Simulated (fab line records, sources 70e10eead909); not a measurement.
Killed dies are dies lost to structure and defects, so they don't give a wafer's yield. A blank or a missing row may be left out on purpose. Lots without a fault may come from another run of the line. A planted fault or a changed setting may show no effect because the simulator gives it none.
fab line records | flow nand_harc
record lots=10 wafers=30 last_day=24
route steps=1159 shown A_CHANNEL_HOLE_D1@465 END@1159
lots that met no fault: from a run of the same line without faults
start_h: hours from the record's first day to the start of the lot's first wafer shown | wait_h: hours since the lot's step before | " the same as in the row above | L1.1+2: a row that stands for several wafers | - no value, or no start given | * or withheld: withheld | < > ~ a bound
route shown NAME@n: a module of which the file shows steps, and the number in the route of the first | usual: mean/standard deviation of fault-free wafers | same: alike in all rows | chamber/n: place in a boat | sites: the reading at each site | _std_site: their standard deviation | _edge_site: outer sites' mean less inner sites' | radius_mm: how far each site lies from the wafer's centre | mask NAME#n: copy n | behind: the tool/chamber that last shaped the wafer | hold: why the lot was held/for how many hours/how that ended | device: the transistor (n, p or np) that didn't switch | end of line: the same wafers' tests at the end of the route | a step without rows: its recipe alone | killed: dies lost to structure and defects at the first sort, not the wafer's yield | map: a wafer's dies, x killed, . not, _ none there
set.NAME: the setting as run; set.NAME@STEP: as run at that earlier step | model.NAME: the simulator's own value behind a step, which no gauge read
steps of the route over a sample of lots; a table a step, a row a wafer
services: from which hour (start_h, from the record's first day; less than 0 if before it) a tool's chamber was out of use, for how many hours, and why
## steps
# step NHARC_A_CHANNEL_HOLE_D1_DESCUM_15
# recipe time_s=3 o2_flow_sccm=200 ar_flow_sccm=0 bias_power_w=0 chemistry=O2
# usual drypump_motor_current_A=5.6/0.46 mfc_ar_sccm=0.010/0.01 oes_product_au=0.994/0.011 rf_vpp_V=57.8/0.89 showerhead_plenum_p_Torr=1.92/0.097 throttle_valve_pct=11.311/0.0073
# same time_s=3
# columns lot.wafer tool chamber start_h wait_h drypump_motor_current_A mfc_ar_sccm oes_product_au rf_hours_counter_h rf_vpp_V showerhead_plenum_p_Torr throttle_valve_pct
L300.2 rie_diel-13 0 174.93 0.1 5.4 0.007 1.015 6 58.9 1.99 11.298
L300.3 " 1 " " 5.2 0.024 0.986 6 57.8 1.91 11.311
L300.6 " 2 " " 5.9 0.011 0.981 - 59.3 2.06 11.322
L299.4 rie_diel-09 1 176.59 0.1 6.4 0 0.971 7 58.6 2.02 11.321
L299.3 " 0 " " 6.3 0.021 1.004 7 57.9 1.83 11.307
L299.5 " 1 " " 6.4 0 0.978 - 57.9 2.02 11.299
L303.1 rie_diel-11 0 201.52 0.1 5.0 0.028 1.001 0 58.0 2.04 11.312
L303.2 " 3 " " 5.8 0.009 1.001 0 56.5 1.85 11.308
L303.6 " 0 " " 5.0 0.028 1.002 - 58.7 2.04 11.304
L308.3 rie_diel-11 3 223.08 0.1 5.7 0.009 1.000 2 57.0 1.85 11.319
L308.2 " 1 " " 4.9 0 0.987 2 57.1 1.81 11.315
L308.6 " 2 " " 5.4 0.021 1.003 - 56.2 1.82 11.312
L312.4 rie_diel-09 3 243.79 0.1 5.5 0 1.010 12 57.9 1.84 11.295
L312.2 " 0 " " 6.4 0.021 0.996 12 58.0 1.83 11.300
L312.1 " 1 " " 6.4 0 0.973 11 58.8 2.02 11.311
L314.4 rie_diel-13 2 266.08 0.1 5.9 0.011 0.988 11 57.5 2.06 11.301
L314.2 " 0 " " 5.4 0.007 0.994 13 57.3 1.99 11.293
L314.6 " 3 " " 5.8 0 1.004 - 58.8 1.80 11.307
L316.1 rie_diel-09 3 274.70 0.1 5.6 0 1.023 0 59.2 1.84 11.310
L316.2 " 2 " " 5.2 0 0.997 0 57.5 2.01 11.298
L316.5 " 1 " " 6.4 0 0.986 - 59.1 2.02 11.314
L318.1 rie_diel-09 0 293.62 0.1 6.3 0.021 1.012 0 57.2 1.83 11.308
L318.4 " 1 " " 6.4 0 0.986 2 58.2 2.02 11.310
L318.2 " 3 " " 5.6 0 1.015 2 57.7 1.84 11.311
L320.4 rie_diel-13 1 297.66 0.1 5.2 0.024 0.993 0 57.3 1.90 11.312
L320.2 " 2 " " 5.9 0.011 0.983 0 57.9 2.06 11.324
L320.6 " 2 " " 5.9 0.011 0.982 - 58.6 2.06 11.313
L321.2 rie_diel-13 3 304.63 0.1 5.8 0 1.010 1 58.5 1.80 11.321
L321.4 " 0 " " 5.4 0.007 0.998 1 58.8 1.99 11.314
L321.5 " 2 " " 5.9 0.011 0.985 - 59.6 2.06 11.304
# step NHARC_A_CHANNEL_HOLE_D1_ETCH_39
# recipe target_depth_a=2600 over_etch_frac=0.3 time_s=325 ion_energy_ev=200 n2_flow_sccm=150 h2_flow_sccm=150 ar_flow_sccm=0 rf_w=400 bias_w=150 chemistry=N2/H2
# usual drypump_motor_current_A=5.6/0.45 mfc_ar_sccm=0.010/0.01 oes_product_au=0.993/0.01 rf_vpp_V=430/3.1 showerhead_plenum_p_Torr=2.04/0.11 throttle_valve_pct=14.170/0.0079
# same time_s=325
# columns lot.wafer tool chamber start_h wait_h drypump_motor_current_A mfc_ar_sccm oes_product_au rf_hours_counter_h rf_vpp_V showerhead_plenum_p_Torr throttle_valve_pct
L300.2 rie_diel-13 2 - - 5.9 0.011 0.989 5 434 2.20 14.157
L300.3 " 0 " " 5.4 0.007 0.997 6 434 2.12 14.172
L300.6 " 3 " " 5.9 0 1.002 - 427 1.92 14.164
L299.4 rie_diel-09 3 - - 5.6 0 0.993 7 427 1.96 14.169
L299.3 " 1 " " 6.4 0 0.977 7 435 2.16 14.171
L299.5 " 3 " " 5.5 0 0.996 - 428 1.97 14.161
L303.2 rie_diel-11 2 - - 5.4 0.021 0.996 0 426 1.94 14.164
L303.1 " 3 " " 5.8 0.009 0.993 0 428 1.97 14.187
L303.6 " 2 " " 5.4 0.021 1.005 - 429 1.94 14.165
L308.3 rie_diel-11 1 - - 4.9 0 0.979 2 428 1.93 14.176
L308.2 " 2 " " 5.4 0.021 1.007 2 428 1.94 14.184
L308.6 " 2 " " 5.4 0.021 0.992 - 427 1.94 14.178
L312.1 rie_diel-09 0 - - 6.3 0.021 0.985 12 428 1.94 14.164
L312.2 " 1 " " 6.4 0 0.982 11 434 2.16 14.163
L312.4 " 3 " " 5.6 0 0.998 12 429 1.96 14.170
L314.2 rie_diel-13 0 - - 5.4 0.007 0.989 13 432 2.12 14.159
L314.4 " 1 " " 5.2 0.024 0.989 12 429 2.03 14.171
L314.6 " 3 " " 5.8 0 0.997 - 428 1.92 14.165
L316.2 rie_diel-09 1 - - 6.4 0 0.991 0 433 2.16 14.169
L316.1 " 2 " " 5.2 0 0.985 0 433 2.15 14.180
L316.5 " 2 " " 5.2 0 0.986 - 434 2.15 14.168
L318.1 rie_diel-09 1 - - 6.4 0 0.987 2 433 2.16 14.180
L318.2 " 3 " " 5.5 0 1.014 2 427 1.96 14.174
L318.4 " 0 " " 6.4 0.021 0.994 0 428 1.94 14.170
L320.2 rie_diel-13 1 - - 5.2 0.024 1.002 1 430 2.03 14.168
L320.4 " 0 " " 5.4 0.007 1.003 0 433 2.12 14.162
L320.6 " 2 " " 5.9 0.011 0.984 - 435 2.20 14.169
L321.2 rie_diel-13 2 - - 5.9 0.011 0.986 1 434 2.20 14.162
L321.4 " 1 " " 5.2 0.024 0.994 1 431 2.03 14.172
L321.5 " 3 " " 5.8 0 1.020 - 428 1.92 14.177
# step NHARC_A_CHANNEL_HOLE_D1_ETCH_34
# recipe target_depth_a=1540 time_s=77 cf4_flow_sccm=100 chf3_flow_sccm=30 ar_flow_sccm=0 rf_w=500 bias_w=200 chemistry=CF4/CHF3
# usual drypump_motor_current_A=5.5/0.46 mfc_ar_sccm=0.010/0.01 oes_product_au=0.944/0.026 rf_vpp_V=370.7/2.6 showerhead_plenum_p_Torr=1.58/0.075 throttle_valve_pct=16.803/0.0093
# same time_s=77
# columns lot.wafer tool chamber start_h wait_h drypump_motor_current_A mfc_ar_sccm oes_product_au rf_hours_counter_h rf_vpp_V showerhead_plenum_p_Torr throttle_valve_pct
L300.2 rie_diel-13 0 175.35 - 5.4 0.007 0.924 6 370.8 1.63 16.795
L300.3 " 1 " " 5.2 0.024 0.911 6 370.1 1.57 16.806
L300.6 " 0 " " 5.4 0.007 0.927 - 373.9 1.63 16.790
L299.4 rie_diel-09 2 177.03 - 5.2 0 0.926 6 373.7 1.65 16.808
L299.3 " 0 " " 6.4 0.021 0.927 8 367.0 1.51 16.794
L299.5 " 1 " " 6.4 0 0.906 - 372.7 1.66 16.803
L303.1 rie_diel-11 2 201.95 - 5.4 0.021 0.977 0 367.2 1.50 16.812
L303.2 " 0 " " 5.1 0.028 0.957 0 373.7 1.67 16.786
L303.6 " 3 " " 5.8 0.009 0.974 - 368.5 1.52 16.814
L308.3 rie_diel-11 3 223.59 - 5.8 0.009 0.922 2 367.3 1.52 16.811
L308.2 " 1 " " 4.9 0 0.911 2 368.6 1.50 16.808
L308.6 " 1 " " 4.9 0 0.909 - 367.2 1.49 16.799
L312.4 rie_diel-09 1 244.21 - 6.4 0 0.912 11 374.0 1.66 16.799
L312.2 " 2 " " 5.2 0 0.919 11 373.1 1.65 16.801
L312.1 " 3 " " 5.5 0 0.916 12 369.8 1.52 16.809
L314.2 rie_diel-13 0 266.51 - 5.4 0.007 0.930 13 370.5 1.63 16.790
L314.4 " 1 " " 5.2 0.024 0.922 12 371.2 1.57 16.802
L314.6 " 1 " " 5.2 0.024 0.924 - 369.3 1.57 16.796
L316.1 rie_diel-09 2 275.22 - 5.2 0 0.952 1 372.4 1.65 16.794
L316.2 " 3 " " 5.5 0 0.977 1 368.8 1.52 16.812
L316.5 " 3 " " 5.5 0 0.976 - 369.6 1.52 16.817
L318.2 rie_diel-09 3 294.05 - 5.6 0 0.990 2 367.4 1.52 16.803
L318.4 " 0 " " 6.3 0.021 0.959 0 369.4 1.51 16.812
L318.1 " 2 " " 5.2 0 0.968 2 373.1 1.65 16.810
L320.4 rie_diel-13 0 298.10 - 5.4 0.007 0.988 1 371.6 1.63 16.814
L320.2 " 2 " " 5.9 0.011 0.950 1 374.9 1.68 16.789
L320.6 " 3 " " 5.8 0 0.977 - 366.7 1.49 16.804
L321.2 rie_diel-13 3 305.04 - 5.8 0 0.989 1 369.0 1.49 16.818
L321.4 " 0 " " 5.4 0.007 0.981 1 373.0 1.63 16.809
L321.5 " 0 " " 5.4 0.007 0.981 - 371.3 1.63 16.804
# step NHARC_A_CHANNEL_HOLE_D1_ETCH_21
# recipe bias_v=3000 source_w=withheld pressure_mtorr=20 time_s=514.3 ar_flow_sccm=375 c4f8_flow_sccm=89.3 o2_flow_sccm=35.7 temp_c=-20 target_depth_a=16000 chemistry=C4F8/O2/Ar
# usual drypump_motor_current_A=5.7/0.45 mfc_ar_sccm=374.8/1.2 showerhead_plenum_p_Torr=3.67/0.074 throttle_valve_pct=32.155/0.0092
# same time_s=514.3
# columns lot.wafer tool chamber start_h wait_h drypump_motor_current_A mfc_ar_sccm rf_hours_counter_h showerhead_plenum_p_Torr throttle_valve_pct
L300.2 har_etch-02 0 176.53 0.3 5.0 375.4 101 3.57 32.148
L300.3 " 1 " " 6.2 375.5 - 3.76 32.170
L300.6 " 0 " " 5.0 375.3 - 3.57 32.153
L299.3 har_etch-01 0 178.35 0.3 5.8 373.5 - 3.73 32.166
L299.4 " 1 " " 5.9 375.4 - 3.67 32.159
L299.5 " 0 " " 5.8 372.7 - 3.73 32.163
L303.2 har_etch-01 1 203.13 0.3 5.9 374.7 192 3.67 32.157
L303.1 " 0 " " 5.8 376.4 192 3.73 32.160
L303.6 " 1 " " 5.9 375.2 - 3.67 32.171
L308.2 har_etch-02 0 224.88 0.3 5.0 374.3 126 3.56 32.177
L308.3 " 1 " " 6.2 376.8 - 3.75 32.157
L308.6 " 0 " " 5.0 375.0 - 3.56 32.151
L312.2 har_etch-02 0 245.39 0.3 5.0 376.5 137 3.55 32.167
L312.1 " 1 " " 6.2 374.8 137 3.74 32.154
L312.4 " 1 " " 6.2 374.4 - 3.74 32.152
L314.2 har_etch-02 1 267.68 0.3 6.2 375.6 146 3.74 32.144
L314.4 " 1 " " 6.1 375.3 - 3.74 32.145
L314.6 " 1 " " 6.2 374.6 - 3.74 32.154
L316.1 har_etch-01 1 276.52 0.3 5.9 375.1 227 3.65 32.157
L316.2 " 0 " " 5.8 373.3 227 3.71 32.139
L316.5 " 0 " " 5.8 373.9 - 3.71 32.139
L318.2 har_etch-02 0 295.23 0.3 5.0 373.5 158 3.54 32.162
L318.1 " 1 " " 6.2 375.4 158 3.73 32.166
L318.4 " 0 " " 5.0 374.2 - 3.54 32.142
L320.2 har_etch-01 1 299.35 0.3 5.9 375.3 237 3.64 32.140
L320.4 " 1 " " 5.9 374.0 - 3.64 32.147
L320.6 " 1 " " 5.9 373.3 - 3.64 32.130
L321.2 har_etch-02 0 306.22 0.3 5.0 376.0 162 3.54 32.140
L321.4 " 1 " " 6.2 372.1 - 3.73 32.166
L321.5 " 1 " " 6.2 374.1 - 3.73 32.159
# step NHARC_A_CHANNEL_HOLE_D1_INSPECT_40
# usual raw_defect_count=59/17
# columns lot.wafer tool chamber start_h wait_h raw_defect_count
L300.2 defect_inspect-02 - 181.83 - 61
L300.3 " - " " 78
L300.6 " - " " 93
L299.3 defect_inspect-02 - 183.48 - 73
L299.4 " - " " 53
L299.5 " - " " 71
L303.1 defect_inspect-02 - 208.41 - 76
L303.2 " - " " 89
L303.6 " - " " 71
L308.2 defect_inspect-01 - 230.14 - 947
L308.3 " - " " 59
L308.6 " - " " 951
L312.1 defect_inspect-02 - 250.64 - 57
L312.2 " - " " 45
L312.4 " - " " 70
L314.2 defect_inspect-01 - 273.13 - 66
L314.4 " - " " 49
L314.6 " - " " 58
L316.1 defect_inspect-02 - 281.78 - 87
L316.2 " - " " 78
L316.5 " - " " 74
L318.1 defect_inspect-01 - 300.53 - 67
L318.2 " - " " 32
L318.4 " - " " 48
L320.2 defect_inspect-01 - 304.57 - 86
L320.4 " - " " 76
L320.6 " - " " 76
L321.2 defect_inspect-01 - 311.50 - 37
L321.4 " - " " 67
L321.5 " - " " 61
# step NHARC_END_SORT_01
# recipe temp_c=25
# usual killed_at_array=27/9.9 killed_at_other=0.6/0.84 killed_at_periphery=3.7/2.5 killed_dies=31/9.9 killed_open=3.0/1.6 killed_short=1.9/1.2
# same gross_dies=677
# columns lot.wafer tool chamber start_h wait_h killed_at_array killed_at_other killed_at_periphery killed_dies killed_open killed_short
L308.2 prober-02 0 509.94 2.8 51 0 6 57 4 3
L308.3 prober-02 0 510.75 3.1 15 1 5 21 2 3
L308.6 prober-02 0 513.16 4.0 54 1 12 67 4 2
L316.1 prober-02 0 541.40 2.5 35 2 0 37 1 3
L316.2 prober-02 0 542.19 2.8 20 0 2 22 4 3
L316.5 prober-02 0 544.56 3.7 20 3 2 25 3 1
# killed by level:class
L308.2 A_CHANNEL_HOLE_D1:unspecified=37 A_CHANNEL_HOLE_D1:chamber_film_flake=6 P_M1:chamber_film_flake=4 P_CONTACT:geometric_particle:open=2 A_ONON_D1:geometric_particle:open=1 A_CHANNEL_FILL_D1:geometric_particle:open=1 A_CHANNEL_FILL_D1:geometric_particle:short=1 A_CONTACT:geometric_particle:short=1
L308.3 P_M1:chamber_film_flake=4 A_STAIRCASE:chamber_film_flake=4 A_WL_FILL:chamber_film_flake=3 A_CONTACT:chamber_film_flake=3 A_M0:geometric_particle:open=2 A_WL_FILL:geometric_particle:short=1 A_M1:geometric_particle:short=1 STARTING-WAFER:geometric_particle:short=1
L308.6 A_CHANNEL_HOLE_D1:unspecified=40 P_M1:chamber_film_flake=6 A_CHANNEL_HOLE_D1:chamber_film_flake=5 A_STAIRCASE:chamber_film_flake=5 P_CONTACT:geometric_particle:short=2 A_CONTACT:chamber_film_flake=2 P_CONTACT:geometric_particle:open=1 P_M2:geometric_particle:open=1
L316.1 A_CHANNEL_HOLE_D1:chamber_film_flake=22 A_CONTACT:chamber_film_flake=6 A_STAIRCASE:chamber_film_flake=3 THIN_TSV:chamber_film_flake=2 A_SOURCE_PLATE:geometric_particle:short=1 A_CHANNEL_FILL_D1:geometric_particle:short=1 A_SGD_CUT:geometric_particle:short=1 A_M1:geometric_particle:open=1
L316.2 A_CHANNEL_HOLE_D1:chamber_film_flake=7 A_CONTACT:chamber_film_flake=4 A_CHANNEL_FILL_D1:geometric_particle:short=3 A_CONTACT:geometric_particle:open=2 P_CONTACT:geometric_particle:open=1 A_BLC:geometric_particle:open=1 P_STI:chamber_film_flake=1 A_ZERO_WELL:chamber_film_flake=1
L316.5 A_CHANNEL_HOLE_D1:chamber_film_flake=6 A_CONTACT:chamber_film_flake=4 A_ZERO_WELL:chamber_film_flake=3 A_STAIRCASE:chamber_film_flake=3 P_STI:chamber_film_flake=2 THIN_TSV:chamber_film_flake=2 A_ONON_D1:geometric_particle:open=1 A_CONTACT:geometric_particle:open=1
## services
# columns tool chamber start_h hours kind
rie_diel-13 0 157.29 - clean
rie_diel-13 1 157.29 - clean
rie_diel-13 2 157.29 - clean
rie_diel-13 3 157.29 - clean
rie_diel-09 0 159.69 - clean
rie_diel-09 1 159.69 - clean
rie_diel-09 2 159.69 - clean
rie_diel-09 3 159.69 - clean
rie_diel-11 2 172.02 2.8 repair
rie_diel-13 0 181.79 - clean
rie_diel-13 1 181.79 - clean
rie_diel-13 2 181.79 - clean
rie_diel-13 3 181.79 - clean
rie_diel-09 0 184.19 - clean
rie_diel-09 1 184.19 - clean
rie_diel-09 2 185.09 3.5 repair
rie_diel-11 - 189.50 9.0 pm
rie_diel-09 1 206.67 8.8 repair
rie_diel-11 0 221.86 9.0 repair
rie_diel-09 0 249.41 38.3 repair
rie_diel-09 - 254.10 9.0 pm
rie_diel-13 - 255.59 2.7 repair
rie_diel-13 - 276.00 9.0 pm
har_etch-01 - 305.00 17.0 pm
## key
first_sign step=NHARC_A_CHANNEL_HOLE_D1_INSPECT_40 reading=raw_defect_count direction=up sigmas=52 usual=59 struck=949
effect step=NHARC_END_SORT_01 reading=killed_dies direction=up sigmas=3.1 usual=31 struck=62
more_kills_born_at NHARC_A_CHANNEL_HOLE_D1_ETCH_34@rie_diel-11=77
met_at NHARC_A_CHANNEL_HOLE_D1_ETCH_34
struck_lots L308
struck_wafers L308.2,L308.6
tester_left_out L308
not_acting_at NHARC_A_CHANNEL_HOLE_D1_DESCUM_15,NHARC_A_CHANNEL_HOLE_D1_ETCH_39,NHARC_A_CHANNEL_HOLE_D1_ETCH_21
fault kind=chamber_particle_source tool=rie_diel-11 chamber=1 onset_h=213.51 steps=NHARC_A_CHANNEL_HOLE_D1_ETCH_34 rate_per_visit_cm2=1.3701
# tester_left_out: of these lots the tester's yield and bins aren't shown, on N5 and GAA mostly nor the transistor test; their killed dies are dies lost to structure and defects alone, not to doping, threshold or leakage, so they don't give the yield
